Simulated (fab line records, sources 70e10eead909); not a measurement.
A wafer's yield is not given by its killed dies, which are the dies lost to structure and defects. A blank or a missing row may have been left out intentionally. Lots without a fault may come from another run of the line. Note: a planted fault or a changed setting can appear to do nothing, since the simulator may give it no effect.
Which of the tools did it? -- flow nandHarc -- 12 lots, 36 wafers sampled, at 1 step of a route of 1159

WHAT THE GAUGES READ, wafer by wafer
NHARC_A_M0_THK_MEAS_24: measures by xrf.
lot,measured,on,thkNm (nm)
L075,day 18 03:29,filmMetro-01,114.2 113.2 114.1
L078,day 18 15:09,filmMetro-01,114.0 112.8 113.4
L080,day 19 04:58,filmMetro-01,115.4 113.4 113.7
L079,day 19 09:41,filmMetro-02,114.5 111.7 114.7
L082,day 20 03:04,filmMetro-01,112.2 112.9 112.7
L085,day 20 10:47,filmMetro-01,114.0 114.7 114.9
L087,day 20 21:56,filmMetro-02,111.3 113.4 113.4
L090,day 21 15:53,filmMetro-02,114.9 115.2 116.5
L091,day 22 06:10,filmMetro-01,112.3 116.8 113.5
L094,day 22 19:37,filmMetro-01,114.6 115.3 114.4
L096,day 22 20:53,filmMetro-02,115.8 114.3 114.2
L097,day 23 06:13,filmMetro-02,115.9 113.4 115.3

WHAT TOOL EACH LOT RAN ON (gives the tool, then ch and the chambers of the sampled wafers, and finally the start)
The record holds no process step before these readings.

THE ANSWER, worked out from the rows above alone
Rule: the usual values come from the lots themselves. The widest of any qualifying gaps counts: lots, ordered by their means at a reading, are off when they make up no more than a third of the lots, leave a main group of 4 or more, and stand apart from it by 3 or more times the standard deviation of that group's means. A main group is skipped when, at the precision printed for the reading in the tables above, its means are all equal. A lot without any number at a reading at which 4 lots or more have one is off too. All remaining lots with rows at the step are treated as sound.
Nothing can be told from this: no lot is off at any reading shown.

WHAT THE SIMULATOR PUT IN
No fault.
